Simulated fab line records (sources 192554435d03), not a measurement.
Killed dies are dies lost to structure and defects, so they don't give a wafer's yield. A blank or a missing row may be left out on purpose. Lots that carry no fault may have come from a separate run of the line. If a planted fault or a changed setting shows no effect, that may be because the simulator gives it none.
Which of the tools did it? ; flow n5-finfet ; 69 wafers from 23 lots sampled at 6 of the route's 1938 steps

## WHAT THE GAUGES READ, wafer by wafer
N5_SDB_INSPECT_36: inspects for defects (darkfield). Usual: raw-defect-count 40, standard deviation 16.
lot;measured;on;raw-defect-count;flag
L075;day 4 03:47;defect-inspect-02;78 42 64;
L076;day 4 11:28;defect-inspect-01;67 48 59;
L077;day 4 18:38;defect-inspect-01;25 31 32;
L078;day 4 20:23;defect-inspect-02;69 45 42;
L079;day 5 08:34;defect-inspect-02;26 32 30;
L080;day 5 13:03;defect-inspect-01;26 41 25;
L081;day 5 17:50;defect-inspect-01;21 23 33;
L082;day 6 01:10;defect-inspect-02;55 34 39;
L083;day 6 06:21;defect-inspect-01;27 34 39;
L084;day 6 13:58;defect-inspect-01;27 32 38;
L085;day 6 18:13;defect-inspect-02;33 39 45;
L086;day 6 20:43;defect-inspect-02;14 15 28;
L087;day 7 06:30;defect-inspect-01;59 29 33;
L088;day 7 12:23;defect-inspect-01;66 32 34;
L089;day 7 18:04;defect-inspect-01;44 51 61;
L090;day 7 23:57;defect-inspect-02;32 14 29;
L091;day 8 02:58;defect-inspect-01;41 61 26;
L092;day 8 09:58;defect-inspect-02;32 34 60;
L093;day 8 16:19;defect-inspect-02;56 43 49;
L094;day 8 23:23;defect-inspect-01;45 38 41;
L095;day 9 03:25;defect-inspect-01;24 30 25;
L096;day 9 10:53;defect-inspect-01;42 32 47;
L097;day 9 18:33;defect-inspect-01;95 54 42;

## WHICH TOOL RAN EACH LOT (tool, then ch and the chambers of the sampled wafers, then the start)
lot;N5_DUMMY_GATE_STRIP_41;N5_SD_EPI_N_STRIP_38;N5_SD_EPI_N_VAPOR_ETCH_50;N5_ILD0_CMP_07;N5_SDB_STRIP_22
L075;rie-diel-05 ch 2,3, day 3 06:05;plasma-asher-02 ch 0,1, day 3 08:37;epi-rpcvd-03 ch 0, day 3 09:19;cmp-02 ch 0,1, day 3 19:47;plasma-asher-01 ch 0,1, day 4 00:14
L076;rie-diel-02 ch 0,3, day 3 13:07;plasma-asher-02 ch 1, day 3 16:01;epi-rpcvd-01 ch 0, day 3 16:44;cmp-01 ch 0,2,3, day 4 03:30;plasma-asher-01 ch 0,1, day 4 07:55
L077;rie-diel-05 ch 0,1,2, day 3 19:29;plasma-asher-02 ch 1, day 3 22:38;epi-rpcvd-01 ch 0, day 3 23:21;cmp-02 ch 0,1, day 4 09:34;plasma-asher-01 ch 0,1, day 4 14:09
L078;rie-diel-02 ch 0,2,3, day 3 22:28;plasma-asher-01 ch 0,1, day 4 01:33;epi-rpcvd-03 ch 0, day 4 02:17;cmp-02 ch 1,2,3, day 4 12:24;plasma-asher-02 ch 0,1, day 4 16:49
L079;rie-diel-05 ch 0,2, day 4 06:17;plasma-asher-01 ch 0,1, day 4 08:53;epi-rpcvd-01 ch 0, day 4 09:44;cmp-04 ch 0,3, day 4 21:20;plasma-asher-02 ch 0,1, day 5 04:23
L080;rie-diel-02 ch 1,2, day 4 10:20;plasma-asher-01 ch 0,1, day 4 13:42;epi-rpcvd-03 ch 0, day 4 14:26;cmp-04 ch 0,3, day 5 02:22;plasma-asher-01 ch 0,1, day 5 09:08
L081;rie-diel-06 ch 0,3, day 4 17:18;plasma-asher-01 ch 1, day 4 19:59;epi-rpcvd-02 ch 0, day 4 20:49;cmp-02 ch 0,2,3, day 5 08:43;plasma-asher-01 ch 0,1, day 5 14:18
L082;rie-diel-02 ch 0,3, day 5 01:56;plasma-asher-02 ch 0,1, day 5 05:31;epi-rpcvd-02 ch 0, day 5 06:17;cmp-02 ch 0,2,3, day 5 17:06;plasma-asher-02 ch 0,1, day 5 21:37
L083;rie-diel-02 ch 0,2,3, day 5 05:19;plasma-asher-02 ch 0, day 5 09:05;epi-rpcvd-03 ch 0, day 5 09:48;cmp-01 ch 1,2, day 5 21:46;plasma-asher-02 ch 0, day 6 02:40
L084;rie-diel-05 ch 0,1,2, day 5 14:10;plasma-asher-02 ch 0,1, day 5 17:04;epi-rpcvd-01 ch 0, day 5 17:53;cmp-01 ch 2,3, day 6 05:47;plasma-asher-01 ch 0,1, day 6 10:26
L085;rie-diel-05 ch 0,2,3, day 5 18:55;plasma-asher-01 ch 0,1, day 5 21:45;epi-rpcvd-02 ch 0, day 5 22:29;cmp-04 ch 0,1,2, day 6 10:05;plasma-asher-02 ch 0,1, day 6 14:41
L086;rie-diel-06 ch 0,1,2, day 5 22:20;plasma-asher-01 ch 0,1, day 6 01:07;epi-rpcvd-03 ch 0, day 6 01:51;cmp-04 ch 0,1,2, day 6 12:04;plasma-asher-02 ch 0,1, day 6 17:10
L087;rie-diel-05 ch 0,2,3, day 6 06:42;plasma-asher-01 ch 0,1, day 6 09:20;epi-rpcvd-01 ch 0, day 6 10:11;cmp-01 ch 0,3, day 6 21:52;plasma-asher-02 ch 0,1, day 7 02:41
L088;rie-diel-06 ch 0,2,3, day 6 12:11;plasma-asher-02 ch 0,1, day 6 15:59;epi-rpcvd-01 ch 0, day 6 16:53;cmp-02 ch 0,1, day 7 03:56;plasma-asher-01 ch 0,1, day 7 08:49
L089;rie-diel-02 ch 0,1,2, day 6 18:53;plasma-asher-02 ch 0,1, day 6 21:31;epi-rpcvd-01 ch 0, day 6 22:20;cmp-04 ch 0,1,3, day 7 10:07;plasma-asher-02 ch 0,1, day 7 14:32
L090;rie-diel-06 ch 0,1,2, day 6 23:52;plasma-asher-02 ch 0,1, day 7 03:07;epi-rpcvd-01 ch 0, day 7 04:14;cmp-04 ch 0,2,3, day 7 15:48;plasma-asher-02 ch 0,1, day 7 20:22
L091;rie-diel-05 ch 1,2,3, day 7 03:47;plasma-asher-01 ch 0,1, day 7 06:13;epi-rpcvd-02 ch 0, day 7 07:03;cmp-04 ch 0,1,3, day 7 18:34;plasma-asher-02 ch 0,1, day 7 22:56
L092;rie-diel-02 ch 0,1,2, day 7 11:22;plasma-asher-02 ch 0,1, day 7 14:05;epi-rpcvd-03 ch 0, day 7 14:53;cmp-01 ch 0,3, day 8 01:56;plasma-asher-01 ch 0,1, day 8 06:23
L093;rie-diel-02 ch 0,2, day 7 16:43;plasma-asher-02 ch 0,1, day 7 19:26;epi-rpcvd-02 ch 0, day 7 20:11;cmp-02 ch 0,1,3, day 8 07:49;plasma-asher-02 ch 0,1, day 8 12:07
L094;rie-diel-05 ch 1,2,3, day 7 22:41;plasma-asher-02 ch 0,1, day 8 01:19;epi-rpcvd-02 ch 0, day 8 02:02;cmp-02 ch 1,2,3, day 8 14:59;plasma-asher-01 ch 0,1, day 8 19:35
L095;rie-diel-02 ch 0,1,2, day 8 04:52;plasma-asher-01 ch 0, day 8 07:25;epi-rpcvd-02 ch 0, day 8 08:08;cmp-04 ch 0,2,3, day 8 19:20;plasma-asher-02 ch 0,1, day 8 23:52
L096;rie-diel-06 ch 2,3, day 8 10:01;plasma-asher-02 ch 0,1, day 8 12:53;epi-rpcvd-02 ch 0, day 8 13:35;cmp-01 ch 0,1, day 9 02:24;plasma-asher-02 ch 0,1, day 9 07:07
L097;rie-diel-02 ch 2,3, day 8 17:40;plasma-asher-01 ch 0,1, day 8 21:22;epi-rpcvd-03 ch 0, day 8 22:13;cmp-01 ch 0,1,3, day 9 10:34;plasma-asher-01 ch 0,1, day 9 15:00
- N5_DUMMY_GATE_STRIP_41: strips in O2.
- N5_SD_EPI_N_STRIP_38: strips in N2/H2.
- N5_SD_EPI_N_VAPOR_ETCH_50: etches Si in HCl, time 54 s.
- N5_ILD0_CMP_07: polishes SiO2 flowable, stops on poly-Si, t overpolish 1.18 s, target thk 138.88 nm.
- N5_SDB_STRIP_22: strips in N2/H2.

## WHAT THE TOOLS THEMSELVES READ (means of the sampled wafers that have a number; where no wafer has one, the mark that the record gives instead)
N5_DUMMY_GATE_STRIP_41. Usual: drypump-motor-current-A 5.6 A (standard deviation 0.42); o2-flow-sccm 225.0 sccm (standard deviation 0.72); oes-product-au 0.77 a.u. (standard deviation 0.079); rf-vpp-V 3.7 V (standard deviation 0.52); showerhead-plenum-p-Torr 2.11 Torr (standard deviation 0.055); temp-c 40.00 C (standard deviation 0.11); throttle-valve-pct 16.68 % (standard deviation 0.21).
lot;tool;drypump-motor-current-A (A);o2-flow-sccm (sccm);oes-product-au (a.u.);rf-vpp-V (V);showerhead-plenum-p-Torr (Torr);temp-c (C);throttle-valve-pct (%);flag
L075;rie-diel-05;5.8;225.8;0.84;3.6;2.13;39.97;16.51;
L076;rie-diel-02;5.4;225.5;0.70;3.6;2.09;40.11;16.83;
L077;rie-diel-05;5.7;224.9;0.84;3.5;2.12;39.97;16.38;
L078;rie-diel-02;5.6;224.1;0.73;3.6;2.12;39.95;16.79;
L079;rie-diel-05;5.9;225.1;0.89;3.7;2.11;40.02;16.31;
L080;rie-diel-02;5.8;225.8;0.87;3.4;2.07;40.01;16.60;
L081;rie-diel-06;5.3;224.3;0.80;3.8;2.08;40.11;16.82;
L082;rie-diel-02;5.4;225.1;0.69;3.4;2.09;40.02;16.85;
L083;rie-diel-02;5.6;225.1;0.72;3.3;2.11;40.07;16.82;
L084;rie-diel-05;5.7;225.4;0.82;4.4;2.11;40.10;16.40;
L085;rie-diel-05;5.5;224.5;0.81;3.7;2.08;39.92;16.54;
L086;rie-diel-06;5.8;224.6;0.76;3.1;2.10;40.00;16.73;
L087;rie-diel-05;5.5;225.2;0.80;4.1;2.08;39.93;16.53;
L088;rie-diel-06;5.5;224.8;0.77;3.8;2.13;39.98;16.77;
L089;rie-diel-02;5.6;224.9;0.78;3.6;2.11;39.95;16.75;
L090;rie-diel-06;5.8;224.9;0.75;3.8;2.09;40.03;16.74;
L091;rie-diel-05;5.6;225.7;0.75;3.6;2.12;39.97;16.64;
L092;rie-diel-02;5.6;225.3;0.77;3.6;2.11;39.98;16.77;
L093;rie-diel-02;5.7;225.7;0.74;3.9;2.13;40.09;16.80;
L094;rie-diel-05;5.6;224.8;0.74;3.6;2.12;39.97;16.64;
L095;rie-diel-02;5.6;224.7;0.77;2.9;2.10;40.06;16.78;
L096;rie-diel-06;5.6;224.2;0.73;3.4;2.17;39.91;16.72;
L097;rie-diel-02;5.7;224.9;0.89;3.5;2.06;40.03;16.46;

N5_SD_EPI_N_STRIP_38. Usual: drypump-motor-current-A 5.2 A, standard deviation 0.42; h2-flow-sccm 3250 sccm, standard deviation 9.8; heater-power-w 314 W, standard deviation 12; oes-product-au 0.761 a.u., standard deviation 0.0099; temp-c 249.98 C, standard deviation 0.19.
lot;tool;drypump-motor-current-A (A);h2-flow-sccm (sccm);heater-power-w (W);oes-product-au (a.u.);temp-c (C);flag
L075;plasma-asher-02;4.9;3243;306;0.759;249.85;
L076;plasma-asher-02;4.7;3259;300;0.762;249.92;
L077;plasma-asher-02;4.7;3251;295;0.756;249.84;
L078;plasma-asher-01;5.7;3249;319;0.759;250.11;
L079;plasma-asher-01;5.7;3254;313;0.757;249.97;
L080;plasma-asher-01;5.7;3250;321;0.758;249.93;
L081;plasma-asher-01;5.9;3252;315;0.757;249.91;
L082;plasma-asher-02;4.9;3242;310;0.766;250.16;
L083;plasma-asher-02;5.2;3242;324;0.757;250.21;
L084;plasma-asher-02;5.0;3244;312;0.754;249.95;
L085;plasma-asher-01;5.4;3251;321;0.760;249.94;
L086;plasma-asher-01;5.7;3248;321;0.764;250.03;
L087;plasma-asher-01;5.4;3255;322;0.770;249.81;
L088;plasma-asher-02;5.0;3246;310;0.767;250.08;
L089;plasma-asher-02;4.9;3254;304;0.760;250.03;
L090;plasma-asher-02;4.9;3246;306;0.762;250.01;
L091;plasma-asher-01;5.4;3253;322;0.763;249.92;
L092;plasma-asher-02;4.9;3257;304;0.755;250.05;
L093;plasma-asher-02;5.0;3252;310;0.751;250.09;
L094;plasma-asher-02;4.9;3238;301;0.757;250.11;
L095;plasma-asher-01;5.2;3249;325;0.769;249.74;
L096;plasma-asher-02;5.1;3257;316;0.763;249.96;
L097;plasma-asher-01;5.4;3251;319;0.759;249.98;

N5_SD_EPI_N_VAPOR_ETCH_50. Usual: chamber-pressure-Torr 20.01 Torr, standard deviation 0.041; throttle-valve-pct 11.52 %, standard deviation 0.24.
lot;tool;chamber-pressure-Torr (Torr);throttle-valve-pct (%);flag
L075;epi-rpcvd-03;20.00;11.41;
L076;epi-rpcvd-01;20.01;11.67;
L077;epi-rpcvd-01;19.97;11.86;
L078;epi-rpcvd-03;20.00;11.44;
L079;epi-rpcvd-01;20.04;11.79;
L080;epi-rpcvd-03;20.04;11.46;
L081;epi-rpcvd-02;19.98;11.35;
L082;epi-rpcvd-02;20.03;11.47;
L083;epi-rpcvd-03;20.02;11.41;
L084;epi-rpcvd-01;20.05;11.74;
L085;epi-rpcvd-02;19.96;11.32;
L086;epi-rpcvd-03;20.02;11.29;
L087;epi-rpcvd-01;20.05;11.78;
L088;epi-rpcvd-01;20.02;11.56;
L089;epi-rpcvd-01;20.00;11.88;
L090;epi-rpcvd-01;20.00;11.89;
L091;epi-rpcvd-02;20.05;11.35;
L092;epi-rpcvd-03;19.98;11.51;
L093;epi-rpcvd-02;20.02;11.42;
L094;epi-rpcvd-02;20.02;11.46;
L095;epi-rpcvd-02;20.07;11.45;
L096;epi-rpcvd-02;20.02;11.44;
L097;epi-rpcvd-03;20.03;11.40;

N5_ILD0_CMP_07. Usual: head-pressure-psi 4.150 psi, standard deviation 0.0091; motor-current-A 12.1 A, standard deviation 0.83.
lot;tool;head-pressure-psi (psi);motor-current-A (A);flag
L075;cmp-02;4.134;12.0;
L076;cmp-01;4.149;12.9;
L077;cmp-02;4.137;12.1;
L078;cmp-02;4.159;12.1;
L079;cmp-04;4.157;12.6;
L080;cmp-04;4.141;12.8;
L081;cmp-02;4.146;11.8;
L082;cmp-02;4.148;12.0;
L083;cmp-01;4.157;13.0;
L084;cmp-01;4.149;12.9;
L085;cmp-04;4.154;11.5;
L086;cmp-04;4.154;11.4;
L087;cmp-01;4.151;12.5;
L088;cmp-02;4.148;11.9;
L089;cmp-04;4.147;12.2;
L090;cmp-04;4.152;11.9;
L091;cmp-04;4.149;12.1;
L092;cmp-01;4.148;11.8;
L093;cmp-02;4.163;11.6;
L094;cmp-02;4.148;11.5;
L095;cmp-04;4.159;12.1;
L096;cmp-01;4.141;11.9;
L097;cmp-01;4.146;11.8;

N5_SDB_STRIP_22. Usual: drypump-motor-current-A 5.2 A, standard deviation 0.43; h2-flow-sccm 3251 sccm, standard deviation 11; heater-power-w 313 W, standard deviation 12; oes-product-au 0.715 a.u., standard deviation 0.0046; strip-time-to-endpoint-s 96.2 s, standard deviation 0.35; temp-c 250.00 C, standard deviation 0.16.
lot;tool;drypump-motor-current-A (A);h2-flow-sccm (sccm);heater-power-w (W);oes-product-au (a.u.);strip-time-to-endpoint-s (s);temp-c (C);flag
L075;plasma-asher-01;5.7;3254;317;0.714;96.4;250.02;
L076;plasma-asher-01;5.7;3246;318;0.716;96.3;249.95;
L077;plasma-asher-01;5.4;3256;316;0.721;96.3;249.94;
L078;plasma-asher-02;4.9;3250;308;0.715;96.2;250.06;
L079;plasma-asher-02;4.9;3249;308;0.714;96.2;249.88;
L080;plasma-asher-01;5.7;3244;320;0.715;96.1;250.14;
L081;plasma-asher-01;5.7;3254;321;0.713;96.1;249.98;
L082;plasma-asher-02;4.9;3242;306;0.716;96.2;250.03;
L083;plasma-asher-02;5.2;3265;320;0.717;96.5;250.13;
L084;plasma-asher-01;5.4;3256;323;0.713;96.4;250.18;
L085;plasma-asher-02;4.9;3248;304;0.711;95.9;249.85;
L086;plasma-asher-02;4.9;3242;299;0.718;96.3;250.15;
L087;plasma-asher-02;4.9;3245;300;0.715;96.7;249.83;
L088;plasma-asher-01;5.7;3244;317;0.712;96.2;250.02;
L089;plasma-asher-02;4.9;3252;304;0.715;96.3;250.14;
L090;plasma-asher-02;4.9;3262;304;0.714;96.4;250.10;
L091;plasma-asher-02;4.9;3252;300;0.716;95.9;250.04;
L092;plasma-asher-01;5.7;3258;314;0.708;96.0;249.85;
L093;plasma-asher-02;5.0;3262;316;0.718;96.4;250.03;
L094;plasma-asher-01;5.4;3246;320;0.713;96.8;249.94;
L095;plasma-asher-02;4.9;3262;308;0.719;96.0;249.92;
L096;plasma-asher-02;4.9;3258;305;0.717;96.1;250.18;
L097;plasma-asher-01;5.4;3249;322;0.715;95.7;250.09;

## THE ANSWER, worked out from the rows above alone
Rule: lot off if the mean of its wafers having a number is beyond 3 standard deviations from the usual mean. A lot without any number at a reading at which 4 lots or more have one is off too. All remaining lots with rows at the step are treated as sound. After the gauges, taken in route order, come the tools' own readings; for these a lot's mean is taken, as printed above. At the first step where some lot is off, the reading lying furthest off is the one used; lots without a number count as furthest.
No lot is off on any of the readings shown, so nothing can be concluded from this.

## WHAT HAD BEEN PUT IN BY THE SIMULATOR
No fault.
